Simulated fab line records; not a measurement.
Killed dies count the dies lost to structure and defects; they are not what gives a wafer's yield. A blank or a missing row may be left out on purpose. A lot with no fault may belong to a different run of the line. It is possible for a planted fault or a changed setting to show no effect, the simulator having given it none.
Which of the tools did it? :: flow nand-harc :: 24 lots, 72 wafers sampled, at 6 steps of a route of 1159

== WHAT EACH GAUGE READ, for each wafer ==
NHARC_A_CONTACT_INSPECT_71.
lot: L074
measured: day 16 10:32
on: defect-inspect-02
raw-defect-count: 10 8 10

lot: L077
measured: day 16 21:34
on: defect-inspect-01
raw-defect-count: 10 6 17

lot: L076
measured: day 16 21:43
on: defect-inspect-01
raw-defect-count: 22 19 19

lot: L075
measured: day 17 02:29
on: defect-inspect-01
raw-defect-count: 28 46 46

lot: L078
measured: day 17 02:49
on: defect-inspect-01
raw-defect-count: 8 7 6

lot: L079
measured: day 17 12:41
on: defect-inspect-02
raw-defect-count: 27 42 31

lot: L080
measured: day 17 13:51
on: defect-inspect-02
raw-defect-count: 15 9 15

lot: L081
measured: day 18 06:20
on: defect-inspect-02
raw-defect-count: 10 14 17

lot: L082
measured: day 18 15:43
on: defect-inspect-01
raw-defect-count: 51 32 35

lot: L083
measured: day 18 18:47
on: defect-inspect-01
raw-defect-count: 14 9 15

lot: L084
measured: day 18 21:07
on: defect-inspect-02
raw-defect-count: 29 26 32

lot: L086
measured: day 19 16:27
on: defect-inspect-02
raw-defect-count: 34 40 36

lot: L087
measured: day 19 18:13
on: defect-inspect-02
raw-defect-count: 33 38 29

lot: L085
measured: day 20 02:10
on: defect-inspect-01
raw-defect-count: 17 15 26

lot: L089
measured: day 20 02:35
on: defect-inspect-02
raw-defect-count: 32 34 25

lot: L088
measured: day 20 10:23
on: defect-inspect-01
raw-defect-count: 22 31 45

lot: L090
measured: day 20 11:57
on: defect-inspect-02
raw-defect-count: 19 39 29

lot: L092
measured: day 20 14:56
on: defect-inspect-02
raw-defect-count: 12 14 8

lot: L091
measured: day 20 18:16
on: defect-inspect-02
raw-defect-count: 33 40 54

lot: L093
measured: day 21 02:19
on: defect-inspect-02
raw-defect-count: 53 76 64

lot: L095
measured: day 22 00:52
on: defect-inspect-01
raw-defect-count: 32 30 35

lot: L094
measured: day 22 03:35
on: defect-inspect-01
raw-defect-count: 13 20 21

lot: L097
measured: day 22 08:47
on: defect-inspect-02
raw-defect-count: 41 44 33

lot: L096
measured: day 22 17:08
on: defect-inspect-01
raw-defect-count: 36 44 39

NHARC_A_CONTACT_CD_MEAS_80.
lot: L074
measured: day 16 14:19
on: cd-sem-02
cd-nm (nm): 189.2 189.5 189.4

lot: L077
measured: day 17 01:01
on: cd-sem-03
cd-nm (nm): 190.6 190.8 190.4

lot: L076
measured: day 17 01:15
on: cd-sem-02
cd-nm (nm): 189.7 189.9 190.1

lot: L075
measured: day 17 05:52
on: cd-sem-03
cd-nm (nm): 189.2 189.4 189.1

lot: L078
measured: day 17 07:29
on: cd-sem-03
cd-nm (nm): 188.3 188.2 187.7

lot: L079
measured: day 17 16:01
on: cd-sem-02
cd-nm (nm): 189.8 189.6 190.1

lot: L080
measured: day 17 17:41
on: cd-sem-03
cd-nm (nm): 190.5 190.2 190.3

lot: L081
measured: day 18 09:40
on: cd-sem-02
cd-nm (nm): 190.0 190.1 189.7

lot: L082
measured: day 18 19:01
on: cd-sem-01
cd-nm (nm): 189.3 188.9 189.7

lot: L083
measured: day 18 22:39
on: cd-sem-02
cd-nm (nm): 189.7 190.0 189.9

lot: L084
measured: day 19 00:26
on: cd-sem-03
cd-nm (nm): 188.5 187.9 187.7

lot: L086
measured: day 19 19:46
on: cd-sem-03
cd-nm (nm): 188.1 188.4 188.6

lot: L087
measured: day 19 21:31
on: cd-sem-03
cd-nm (nm): 189.9 190.1 190.1

lot: L085
measured: day 20 06:26
on: cd-sem-03
cd-nm (nm): 190.3 190.2 190.2

lot: L089
measured: day 20 06:47
on: cd-sem-02
cd-nm (nm): 189.6 189.8 189.3

lot: L088
measured: day 20 13:44
on: cd-sem-03
cd-nm (nm): 190.5 190.1 190.5

lot: L090
measured: day 20 15:45
on: cd-sem-02
cd-nm (nm): 189.5 189.8 190.3

lot: L092
measured: day 20 18:24
on: cd-sem-01
cd-nm (nm): 187.9 188.6 188.3

lot: L091
measured: day 20 21:37
on: cd-sem-01
cd-nm (nm): 189.8 190.0 190.5

lot: L093
measured: day 21 05:37
on: cd-sem-01
cd-nm (nm): 189.0 188.8 189.1

lot: L095
measured: day 22 04:10
on: cd-sem-03
cd-nm (nm): 190.0 190.4 189.2

lot: L094
measured: day 22 06:56
on: cd-sem-03
cd-nm (nm): 188.8 189.1 188.3

lot: L097
measured: day 22 12:15
on: cd-sem-02
cd-nm (nm): 189.8 189.7 190.4

lot: L096
measured: day 22 20:31
on: cd-sem-03
cd-nm (nm): 190.4 190.3 190.4

NHARC_A_CONTACT_INSPECT_23.
lot: L074
measured: day 17 02:56
on: defect-inspect-01
raw-defect-count: 400 555 259

lot: L077
measured: day 17 11:28
on: defect-inspect-01
raw-defect-count: 399 473 628

lot: L076
measured: day 17 12:12
on: defect-inspect-01
raw-defect-count: 424 321 368

lot: L075
measured: day 17 14:20
on: defect-inspect-01
raw-defect-count: 371 449 375

lot: L078
measured: day 17 17:41
on: defect-inspect-02
raw-defect-count: 280 297 262

lot: L079
measured: day 18 08:54
on: defect-inspect-02
raw-defect-count: 554 630 595

lot: L080
measured: day 18 09:38
on: defect-inspect-01
raw-defect-count: 496 415 410

lot: L081
measured: day 18 19:50
on: defect-inspect-02
raw-defect-count: 333 331 316

lot: L082
measured: day 19 05:23
on: defect-inspect-01
raw-defect-count: 309 468 442

lot: L083
measured: day 19 07:20
on: defect-inspect-02
raw-defect-count: 439 453 324

lot: L084
measured: day 19 10:13
on: defect-inspect-02
raw-defect-count: 648 379 526

lot: L086
measured: day 20 05:29
on: defect-inspect-01
raw-defect-count: 417 376 424

lot: L087
measured: day 20 06:01
on: defect-inspect-01
raw-defect-count: 331 379 485

lot: L085
measured: day 20 17:00
on: defect-inspect-01
raw-defect-count: 338 429 639

lot: L089
measured: day 20 18:43
on: defect-inspect-02
raw-defect-count: 270 300 337

lot: L088
measured: day 21 03:29
on: defect-inspect-02
raw-defect-count: 378 406 562

lot: L090
measured: day 21 15:10
on: defect-inspect-01
raw-defect-count: 349 361 331

lot: L092
measured: day 21 17:01
on: defect-inspect-02
raw-defect-count: 419 335 381

lot: L091
measured: day 21 17:01
on: defect-inspect-01
raw-defect-count: 333 355 565

lot: L093
measured: day 21 22:31
on: defect-inspect-01
raw-defect-count: 266 391 406

lot: L095
measured: day 22 12:32
on: defect-inspect-01
raw-defect-count: 453 395 502

lot: L094
measured: day 22 18:59
on: defect-inspect-01
raw-defect-count: 257 260 411

lot: L097
measured: day 22 21:05
on: defect-inspect-01
raw-defect-count: 498 454 314

lot: L096
measured: day 23 09:11
on: defect-inspect-01
raw-defect-count: 218 309 425

NHARC_A_BLC_CD_MEAS_19.
lot: L074
measured: day 17 04:44
on: cd-sem-01
cd-nm (nm): 99.7 101.0 102.7

lot: L077
measured: day 17 13:20
on: cd-sem-02
cd-nm (nm): 100.1 101.6 98.5

lot: L076
measured: day 17 13:54
on: cd-sem-03
cd-nm (nm): 99.8 102.2 99.6

lot: L075
measured: day 17 16:02
on: cd-sem-03
cd-nm (nm): 100.8 101.5 100.7

lot: L078
measured: day 17 19:14
on: cd-sem-03
cd-nm (nm): 100.8 101.4 100.4

lot: L079
measured: day 18 10:26
on: cd-sem-02
cd-nm (nm): 100.2 102.3 100.4

lot: L080
measured: day 18 11:17
on: cd-sem-02
cd-nm (nm): 99.9 101.4 101.2

lot: L081
measured: day 18 21:33
on: cd-sem-03
cd-nm (nm): 103.0 100.9 100.9

lot: L082
measured: day 19 07:03
on: cd-sem-02
cd-nm (nm): 100.8 100.2 102.0

lot: L083
measured: day 19 08:59
on: cd-sem-02
cd-nm (nm): 99.0 100.0 98.3

lot: L084
measured: day 19 11:52
on: cd-sem-02
cd-nm (nm): 97.5 99.9 100.2

lot: L086
measured: day 20 07:08
on: cd-sem-01
cd-nm (nm): 99.7 98.5 101.4

lot: L087
measured: day 20 07:34
on: cd-sem-02
cd-nm (nm): 100.5 98.8 100.8

lot: L085
measured: day 20 18:40
on: cd-sem-03
cd-nm (nm): 101.9 99.2 101.1

lot: L089
measured: day 20 20:16
on: cd-sem-02
cd-nm (nm): 97.8 99.9 96.9

lot: L088
measured: day 21 05:02
on: cd-sem-02
cd-nm (nm): 97.5 100.4 97.8

lot: L090
measured: day 21 16:49
on: cd-sem-02
cd-nm (nm): 99.4 96.8 100.1

lot: L092
measured: day 21 18:40
on: cd-sem-02
cd-nm (nm): 98.1 99.1 100.6

lot: L091
measured: day 21 19:01
on: cd-sem-03
cd-nm (nm): 98.4 101.1 97.8

lot: L093
measured: day 22 00:22
on: cd-sem-02
cd-nm (nm): 98.4 101.5 98.4

lot: L095
measured: day 22 14:05
on: cd-sem-01
cd-nm (nm): 101.0 100.9 99.9

lot: L094
measured: day 22 20:34
on: cd-sem-03
cd-nm (nm): 99.1 99.2 96.0

lot: L097
measured: day 22 22:37
on: cd-sem-03
cd-nm (nm): 99.3 96.9 97.6

lot: L096
measured: day 23 10:50
on: cd-sem-03
cd-nm (nm): 99.3 99.9 100.4

== TOOL THAT RAN EACH LOT (tool first, then ch and the chambers of the sampled wafers, then the start) ==
lot: L074
NHARC_A_CONTACT_ETCH_130: har-cap-etch-01 ch 0,1, day 16 13:08
NHARC_A_BLC_DESCUM_15: rie-diel-09 ch 1,2, day 17 03:40

lot: L077
NHARC_A_CONTACT_ETCH_130: har-cap-etch-01 ch 0,1, day 16 23:51
NHARC_A_BLC_DESCUM_15: rie-diel-09 ch 2,3, day 17 12:11

lot: L076
NHARC_A_CONTACT_ETCH_130: har-cap-etch-02 ch 0,1, day 17 00:02
NHARC_A_BLC_DESCUM_15: rie-diel-01 ch 1,2,3, day 17 12:56

lot: L075
NHARC_A_CONTACT_ETCH_130: har-cap-etch-03 ch 1, day 17 04:37
NHARC_A_BLC_DESCUM_15: rie-diel-09 ch 0,3, day 17 14:55

lot: L078
NHARC_A_CONTACT_ETCH_130: har-cap-etch-02 ch 0,1, day 17 06:20
NHARC_A_BLC_DESCUM_15: rie-diel-01 ch 0,1,3, day 17 18:16

lot: L079
NHARC_A_CONTACT_ETCH_130: har-cap-etch-02 ch 0,1, day 17 14:49
NHARC_A_BLC_DESCUM_15: rie-diel-09 ch 0,3, day 18 09:28

lot: L080
NHARC_A_CONTACT_ETCH_130: har-cap-etch-01 ch 0,1, day 17 16:14
NHARC_A_BLC_DESCUM_15: rie-diel-09 ch 0,1,2, day 18 10:19

lot: L081
NHARC_A_CONTACT_ETCH_130: har-cap-etch-02 ch 0,1, day 18 08:27
NHARC_A_BLC_DESCUM_15: rie-diel-06 ch 0,2, day 18 20:25

lot: L082
NHARC_A_CONTACT_ETCH_130: har-cap-etch-01 ch 0, day 18 17:48
NHARC_A_BLC_DESCUM_15: rie-diel-06 ch 0,1,3, day 19 06:05

lot: L083
NHARC_A_CONTACT_ETCH_130: har-cap-etch-03 ch 0,1, day 18 21:26
NHARC_A_BLC_DESCUM_15: rie-diel-06 ch 0,1,2, day 19 08:01

lot: L084
NHARC_A_CONTACT_ETCH_130: har-cap-etch-02 ch 0,1, day 18 23:13
NHARC_A_BLC_DESCUM_15: rie-diel-09 ch 0,1,2, day 19 10:55

lot: L086
NHARC_A_CONTACT_ETCH_130: har-cap-etch-02 ch 0,1, day 19 18:32
NHARC_A_BLC_DESCUM_15: rie-diel-09 ch 0,2,3, day 20 06:11

lot: L087
NHARC_A_CONTACT_ETCH_130: har-cap-etch-01 ch 1, day 19 20:18
NHARC_A_BLC_DESCUM_15: rie-diel-06 ch 1,2, day 20 06:35

lot: L085
NHARC_A_CONTACT_ETCH_130: har-cap-etch-03 ch 0,1, day 20 05:10
NHARC_A_BLC_DESCUM_15: rie-diel-09 ch 0,1,3, day 20 17:41

lot: L089
NHARC_A_CONTACT_ETCH_130: har-cap-etch-02 ch 0,1, day 20 05:33
NHARC_A_BLC_DESCUM_15: rie-diel-09 ch 0,1, day 20 19:17

lot: L088
NHARC_A_CONTACT_ETCH_130: har-cap-etch-03 ch 0,1, day 20 12:31
NHARC_A_BLC_DESCUM_15: rie-diel-09 ch 0,1,2, day 21 04:04

lot: L090
NHARC_A_CONTACT_ETCH_130: har-cap-etch-03 ch 0,1, day 20 14:23
NHARC_A_BLC_DESCUM_15: rie-diel-09 ch 0,1, day 21 15:52

lot: L092
NHARC_A_CONTACT_ETCH_130: har-cap-etch-01 ch 0,1, day 20 17:11
NHARC_A_BLC_DESCUM_15: rie-diel-09 ch 0,1, day 21 17:43

lot: L091
NHARC_A_CONTACT_ETCH_130: har-cap-etch-02 ch 0,1, day 20 20:24
NHARC_A_BLC_DESCUM_15: rie-diel-06 ch 2,3, day 21 17:53

lot: L093
NHARC_A_CONTACT_ETCH_130: har-cap-etch-03 ch 0,1, day 21 04:25
NHARC_A_BLC_DESCUM_15: rie-diel-06 ch 0,3, day 21 23:13

lot: L095
NHARC_A_CONTACT_ETCH_130: har-cap-etch-02 ch 0,1, day 22 02:58
NHARC_A_BLC_DESCUM_15: rie-diel-09 ch 0,1,2, day 22 13:08

lot: L094
NHARC_A_CONTACT_ETCH_130: har-cap-etch-03 ch 0,1, day 22 05:44
NHARC_A_BLC_DESCUM_15: rie-diel-06 ch 0,1,2, day 22 19:35

lot: L097
NHARC_A_CONTACT_ETCH_130: har-cap-etch-01 ch 0,1, day 22 10:58
NHARC_A_BLC_DESCUM_15: rie-diel-06 ch 1,2, day 22 21:39

lot: L096
NHARC_A_CONTACT_ETCH_130: har-cap-etch-01 ch 0,1, day 22 19:21
NHARC_A_BLC_DESCUM_15: rie-diel-01 ch 0,2, day 23 09:53
- NHARC_A_CONTACT_ETCH_130: etches the open film in C4F8/O2/Ar, time 155 s, target depth 956 nm.
- NHARC_A_BLC_DESCUM_15: chemistry O2, time 3 s.

== WHAT THE TOOLS THEMSELVES READ (means of the sampled wafers that have a number; where no wafer has one, the mark that the record gives instead) ==
NHARC_A_BLC_DESCUM_15.
lot: L074
tool: rie-diel-09
drypump-motor-current-A (A): 5.6
mfc-ar-sccm (sccm): 0.004
oes-product-au (a.u.): 0.998
rf-vpp-V (V): 57.5
showerhead-plenum-p-Torr (Torr): 1.90
throttle-valve-pct (%): 11.308

lot: L077
tool: rie-diel-09
drypump-motor-current-A (A): 5.7
mfc-ar-sccm (sccm): 0.011
oes-product-au (a.u.): 1.002
rf-vpp-V (V): 57.8
showerhead-plenum-p-Torr (Torr): 1.89
throttle-valve-pct (%): 11.311

lot: L076
tool: rie-diel-01
drypump-motor-current-A (A): 5.2
mfc-ar-sccm (sccm): 0.017
oes-product-au (a.u.): 1.004
rf-vpp-V (V): 57.9
showerhead-plenum-p-Torr (Torr): 1.90
throttle-valve-pct (%): 11.319

lot: L075
tool: rie-diel-09
drypump-motor-current-A (A): 5.3
mfc-ar-sccm (sccm): 0.011
oes-product-au (a.u.): 1.000
rf-vpp-V (V): 58.2
showerhead-plenum-p-Torr (Torr): 1.95
throttle-valve-pct (%): 11.308

lot: L078
tool: rie-diel-01
drypump-motor-current-A (A): 5.5
mfc-ar-sccm (sccm): 0.007
oes-product-au (a.u.): 1.000
rf-vpp-V (V): 57.6
showerhead-plenum-p-Torr (Torr): 1.92
throttle-valve-pct (%): 11.309

lot: L079
tool: rie-diel-09
drypump-motor-current-A (A): 5.2
mfc-ar-sccm (sccm): 0.005
oes-product-au (a.u.): 0.993
rf-vpp-V (V): 58.2
showerhead-plenum-p-Torr (Torr): 1.99
throttle-valve-pct (%): 11.309

lot: L080
tool: rie-diel-09
drypump-motor-current-A (A): 5.5
mfc-ar-sccm (sccm): 0.002
oes-product-au (a.u.): 1.002
rf-vpp-V (V): 57.1
showerhead-plenum-p-Torr (Torr): 1.93
throttle-valve-pct (%): 11.312

lot: L081
tool: rie-diel-06
drypump-motor-current-A (A): 5.6
mfc-ar-sccm (sccm): 0.000
oes-product-au (a.u.): 1.002
rf-vpp-V (V): 58.1
showerhead-plenum-p-Torr (Torr): 1.88
throttle-valve-pct (%): 11.313

lot: L082
tool: rie-diel-06
drypump-motor-current-A (A): 6.0
mfc-ar-sccm (sccm): 0.000
oes-product-au (a.u.): 1.004
rf-vpp-V (V): 57.5
showerhead-plenum-p-Torr (Torr): 1.87
throttle-valve-pct (%): 11.317

lot: L083
tool: rie-diel-06
drypump-motor-current-A (A): 5.6
mfc-ar-sccm (sccm): 0.000
oes-product-au (a.u.): 0.999
rf-vpp-V (V): 58.2
showerhead-plenum-p-Torr (Torr): 1.89
throttle-valve-pct (%): 11.314

lot: L084
tool: rie-diel-09
drypump-motor-current-A (A): 5.6
mfc-ar-sccm (sccm): 0.002
oes-product-au (a.u.): 1.003
rf-vpp-V (V): 57.5
showerhead-plenum-p-Torr (Torr): 1.93
throttle-valve-pct (%): 11.321

lot: L086
tool: rie-diel-09
drypump-motor-current-A (A): 5.7
mfc-ar-sccm (sccm): 0.005
oes-product-au (a.u.): 1.002
rf-vpp-V (V): 58.0
showerhead-plenum-p-Torr (Torr): 1.92
throttle-valve-pct (%): 11.304

lot: L087
tool: rie-diel-06
drypump-motor-current-A (A): 5.4
mfc-ar-sccm (sccm): 0.000
oes-product-au (a.u.): 0.997
rf-vpp-V (V): 56.6
showerhead-plenum-p-Torr (Torr): 1.91
throttle-valve-pct (%): 11.312

lot: L085
tool: rie-diel-09
drypump-motor-current-A (A): 5.2
mfc-ar-sccm (sccm): 0.007
oes-product-au (a.u.): 0.990
rf-vpp-V (V): 58.0
showerhead-plenum-p-Torr (Torr): 1.96
throttle-valve-pct (%): 11.306

lot: L089
tool: rie-diel-09
drypump-motor-current-A (A): 5.1
mfc-ar-sccm (sccm): 0.004
oes-product-au (a.u.): 0.996
rf-vpp-V (V): 57.9
showerhead-plenum-p-Torr (Torr): 1.97
throttle-valve-pct (%): 11.311

lot: L088
tool: rie-diel-09
drypump-motor-current-A (A): 5.6
mfc-ar-sccm (sccm): 0.002
oes-product-au (a.u.): 1.002
rf-vpp-V (V): 57.6
showerhead-plenum-p-Torr (Torr): 1.93
throttle-valve-pct (%): 11.307

lot: L090
tool: rie-diel-09
drypump-motor-current-A (A): 5.1
mfc-ar-sccm (sccm): 0.004
oes-product-au (a.u.): 0.992
rf-vpp-V (V): 57.9
showerhead-plenum-p-Torr (Torr): 1.97
throttle-valve-pct (%): 11.322

lot: L092
tool: rie-diel-09
drypump-motor-current-A (A): 5.1
mfc-ar-sccm (sccm): 0.004
oes-product-au (a.u.): 0.995
rf-vpp-V (V): 57.8
showerhead-plenum-p-Torr (Torr): 1.97
throttle-valve-pct (%): 11.306

lot: L091
tool: rie-diel-06
drypump-motor-current-A (A): 5.4
mfc-ar-sccm (sccm): 0.000
oes-product-au (a.u.): 1.001
rf-vpp-V (V): 58.4
showerhead-plenum-p-Torr (Torr): 1.89
throttle-valve-pct (%): 11.309

lot: L093
tool: rie-diel-06
drypump-motor-current-A (A): 5.9
mfc-ar-sccm (sccm): 0.000
oes-product-au (a.u.): 0.996
rf-vpp-V (V): 58.6
showerhead-plenum-p-Torr (Torr): 1.85
throttle-valve-pct (%): 11.317

lot: L095
tool: rie-diel-09
drypump-motor-current-A (A): 5.5
mfc-ar-sccm (sccm): 0.002
oes-product-au (a.u.): 1.001
rf-vpp-V (V): 58.1
showerhead-plenum-p-Torr (Torr): 1.93
throttle-valve-pct (%): 11.305

lot: L094
tool: rie-diel-06
drypump-motor-current-A (A): 5.6
mfc-ar-sccm (sccm): 0.000
oes-product-au (a.u.): 1.001
rf-vpp-V (V): 58.0
showerhead-plenum-p-Torr (Torr): 1.89
throttle-valve-pct (%): 11.313

lot: L097
tool: rie-diel-06
drypump-motor-current-A (A): 5.4
mfc-ar-sccm (sccm): 0.000
oes-product-au (a.u.): 0.989
rf-vpp-V (V): 58.0
showerhead-plenum-p-Torr (Torr): 1.91
throttle-valve-pct (%): 11.313

lot: L096
tool: rie-diel-01
drypump-motor-current-A (A): 5.1
mfc-ar-sccm (sccm): 0.027
oes-product-au (a.u.): 0.994
rf-vpp-V (V): 57.2
showerhead-plenum-p-Torr (Torr): 1.94
throttle-valve-pct (%): 11.320

== THE ANSWER, worked out from the rows above alone ==
Rule: the usual values come from the lots themselves. Put in order of their means at a reading, lots are off if they are a third of the lots or fewer, leave a main group of 4 or more, and stand apart from it by a gap of 3 or more times the standard deviation of the main group's means; of several such gaps the widest counts. A main group whose means are all the same, to the digits that the tables above print for the reading, isn't used. Also off: a lot with no number at a reading for which 4 or more lots have one. Where the step has rows for the other lots, those lots are counted as sound. After the gauges, taken in route order, come the tools' own readings; for these a lot's mean is taken, as printed above. The first step at which some lot is off is used, and at that step the reading that is off furthest; a lot without a number counts as furthest.
No lot is off on any of the readings shown, so nothing can be concluded from this.

== WHAT HAD BEEN PUT IN BY THE SIMULATOR ==
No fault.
